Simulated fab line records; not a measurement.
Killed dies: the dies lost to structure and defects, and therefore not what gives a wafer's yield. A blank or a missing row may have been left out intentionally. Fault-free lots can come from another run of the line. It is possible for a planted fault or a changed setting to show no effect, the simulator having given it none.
Comparing a struck lot with a sound one + flow n5Finfet + 14 out of 1938 route steps
Sound: the wafers L563.2, L563.3, L563.5. Struck: wafers L569.3, L569.5, L569.6. The cause is named last.
Order at every step that has rows: each side's tool, ch and its chambers, its first start. Under that, the readings that differ: sound wafers + struck wafers + difference of the means + sigmas: that difference in standard deviations of wafers without a fault.
alike: readings with means less than 2 such deviations apart, plus words and numbers identical on both sides. not compared: withheld readings, readings lacking a value on some wafer, bounds such as >300 that could conceal the same value, and numbers that have no deviation in the record and whose values overlap.
A row with sigmas, a row that says differs or no value, or rows on one side alone: a step with any of these is where the two part. Numbers that have no deviation but don't overlap get no sigmas and don't part them. Lack of a reading on every wafer of one side parts them only where that side has two or more wafers.

first, 3 steps without rows for these wafers: N5_BEOL_M6_EXPOSE_08 (exposes mask M6); N5_BEOL_M6_PEB_09 (peb time 60 s); N5_BEOL_M6_DEVELOP_10 (develop time 30 s).
N5_BEOL_M6_CD_MEAS_11: the cd target is 38.5 nm.
  sound on cdSem-03 ch 0, day 9 03:53; struck on cdSem-03 ch 0, day 11 07:35
  alike: cdNm
N5_BEOL_M6_OVL_MEAS_12:
  sound on overlay-02 ch 0, day 9 03:55; struck on overlay-01 ch 0, day 11 07:37
  alike: M6_OVL
N5_BEOL_M6_INSPECT_13: inspects for defects (brightfield).
  sound on defectInspect-01, day 9 03:56; struck on defectInspect-02, day 11 07:38
  alike: rawDefectCount
N5_BEOL_M6_DESCUM_16: chemistry O2, time 7.9 s.
  sound on rieDiel-03 ch 0,1,2, day 9 04:05; struck on rieDiel-03 ch 0,1, day 11 07:41
  alike: drypumpMotorCurrentA, oesProductAu, rfVppV, showerheadPlenumPTorr, throttleValvePct
  not compared: rfHoursCounterH
N5_BEOL_M6_ETCH_61: etches SiARC in CF4, target depth 45.5 nm, time 75.8 s.
  sound on rieDiel-03 ch 0,1,2, day 9 04:07; struck on rieDiel-03 ch 0,1, day 11 07:44
  alike: drypumpMotorCurrentA, etchRfOnTimeS, oesProductAu, rfVppV, showerheadPlenumPTorr, throttleValvePct
  not compared: rfHoursCounterH
N5_BEOL_M6_ETCH_62: etches SOC in N2/H2, target depth 110 nm, overetch 22 nm, time 165 s.
  sound on rieDiel-03 ch 0,1,2, day 9 04:10; struck on rieDiel-03 ch 0,1, day 11 07:47
  alike: drypumpMotorCurrentA, oesProductAu, rfVppV, showerheadPlenumPTorr, throttleValvePct
  not compared: rfHoursCounterH
then, 1 step without rows for these wafers: N5_BEOL_M6_STRIP_68 (strips in N2/H2).
N5_BEOL_M6_STRIP_67: strips in CF4.
  sound on rieDiel-03 ch 0,1,2, day 9 04:19; struck on rieDiel-03 ch 0,1, day 11 07:56
  alike: drypumpMotorCurrentA, oesProductAu, rfVppV, showerheadPlenumPTorr, throttleValvePct
  not compared: rfHoursCounterH
N5_BEOL_M6_HM_OPEN_17: chemistry Cl2/BCl3, target TiN, target depth 20 nm, overetch 6 nm.
  sound on rieMetal-03 ch 1, day 9 04:22; struck on rieMetal-02 ch 0, day 11 08:02
| reading                  | sound       | struck      | difference | sigmas |
|--------------------------|-------------|-------------|------------|--------|
| drypumpMotorCurrentA (A) | 4.9 4.9 4.9 | 6.1 6.1 6.1 | +1.2       | +3     |
  alike: oesProductAu, throttleValvePct
  not compared: rfHoursCounterH
N5_BEOL_M6_STRIP_19: strips in O2.
  sound on rieDiel-04 ch 0,1,2, day 9 04:28; struck on rieDiel-04 ch 0,1, day 11 08:10
| reading   | sound             | struck            | difference | sigmas |
|-----------|-------------------|-------------------|------------|--------|
| tempC (C) | 39.96 40.10 39.93 | 40.52 40.68 40.55 | +0.59      | +5     |
  alike: drypumpMotorCurrentA, oesProductAu, rfVppV, showerheadPlenumPTorr, throttleValvePct
  not compared: rfHoursCounterH
N5_BEOL_M6_CD_MEAS_18: pitch 80 nm, target cd 40 nm.
  sound on cdSem-03, day 9 04:32; struck on cdSem-01, day 11 08:15
  alike: cdNm

WHERE THEY PART
At N5_BEOL_M6_HM_OPEN_17 first; at N5_BEOL_M6_STRIP_19 last (within this record only). Later steps at which nothing parts them and some readings are alike: N5_BEOL_M6_CD_MEAS_18.

WHY: whatever the simulator had introduced
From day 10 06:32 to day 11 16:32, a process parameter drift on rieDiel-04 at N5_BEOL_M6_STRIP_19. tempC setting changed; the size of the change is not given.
